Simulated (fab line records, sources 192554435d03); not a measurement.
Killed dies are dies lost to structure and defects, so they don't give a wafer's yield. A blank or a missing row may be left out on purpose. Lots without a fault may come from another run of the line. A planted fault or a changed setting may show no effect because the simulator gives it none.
Which tool did it? | flow n5_finfet | 10 lots, 30 wafers sampled, at 3 steps of a route of 1938

WHAT THE GAUGES READ, wafer by wafer
N5_SDB_THK_MEAS_31.
lot  | measured    | on            | SDB_THK (nm)
L470 | day 5 06:50 | film_metro-01 | 62.7 64.9 65.0
L472 | day 5 14:45 | film_metro-01 | 62.9 65.5 64.0
L479 | day 7 07:13 | film_metro-02 | 70.2 69.5 71.1
L480 | day 7 14:40 | film_metro-01 | 69.9 69.0 68.4
L481 | day 7 20:13 | film_metro-01 | 69.5 67.2 69.9
L482 | day 8 02:28 | film_metro-01 | 63.5 64.4 66.2
L485 | day 8 22:46 | film_metro-01 | 63.4 65.5 67.0
L486 | day 9 02:23 | film_metro-01 | 63.4 62.7 63.9
L487 | day 9 14:48 | film_metro-01 | 63.8 66.0 63.9
L488 | day 9 15:47 | film_metro-02 | 66.5 66.0 65.1

WHICH TOOL RAN EACH LOT (tool, then ch and the chambers of the sampled wafers, then the start)
lot  | N5_SDB_CUT_ETCH_26              | N5_SDB_CMP_30
L470 | rie_si-04 ch 1,2,3, day 5 03:04 | cmp-04 ch 0,2,3, day 5 06:35
L472 | rie_si-02 ch 1,2, day 5 11:11   | cmp-04 ch 0,2,3, day 5 14:29
L479 | rie_si-02 ch 0,3, day 7 04:01   | cmp-04 ch 0,2, day 7 06:56
L480 | rie_si-02 ch 0,1,3, day 7 11:26 | cmp-04 ch 0,1,2, day 7 14:24
L481 | rie_si-02 ch 0,2, day 7 17:00   | cmp-04 ch 1,3, day 7 19:55
L482 | rie_si-01 ch 0,1, day 7 23:13   | cmp-01 ch 0,2,3, day 8 02:10
L485 | rie_si-04 ch 1,2,3, day 8 19:34 | cmp-03 ch 1,2,3, day 8 22:31
L486 | rie_si-04 ch 0,1,3, day 8 23:10 | cmp-01 ch 0,1,3, day 9 02:07
L487 | rie_si-02 ch 0,1,3, day 9 11:35 | cmp-01 ch 0,1,2, day 9 14:30
L488 | rie_si-02 ch 0,1,2, day 9 12:34 | cmp-03 ch 0,1,2, day 9 15:34
- N5_SDB_CUT_ETCH_26: etches Si in HBr/Cl2/O2, target depth 129.6 nm, bt time 20 s, time 51.8 s.
- N5_SDB_CMP_30: polishes, stops on poly-Si, t overpolish 1.54 s, target thk 30 nm.

THE ANSWER, worked out from the rows above alone
Rule: what is usual is taken from the lots themselves. Put in order of their means at a reading, lots are off if they are a third of the lots or fewer, leave a main group of 4 or more, and stand apart from it by a gap of 3 or more times the standard deviation of the main group's means; of several such gaps the widest counts. A main group whose means are all the same, to the digits that the tables above print for the reading, isn't used. A lot without any number at a reading at which 4 lots or more have one is off too. The other lots that the step has rows for count as sound.
Off: L479, L480, L481, at N5_SDB_THK_MEAS_31 (SDB_THK). The main group: mean 64.6 nm, standard deviation 0.76.
A tool fits if, at a process step before that reading, it ran every lot that is off, and no sound lot after the first of them. The gauges at N5_SDB_THK_MEAS_31 are tried like those tools. One fits: cmp-04 at N5_SDB_CMP_30. Its last sound lot is L472 (day 5 14:29), its first lot that is off L479 (day 7 06:56): a fault that began between those two fits.

WHAT THE SIMULATOR HAD PUT IN
Skipped step whole: cmp-04, from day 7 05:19 on, at N5_SDB_CMP_30. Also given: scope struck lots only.
Lots struck among those shown: L479, L480, L481. The rule above found the same.
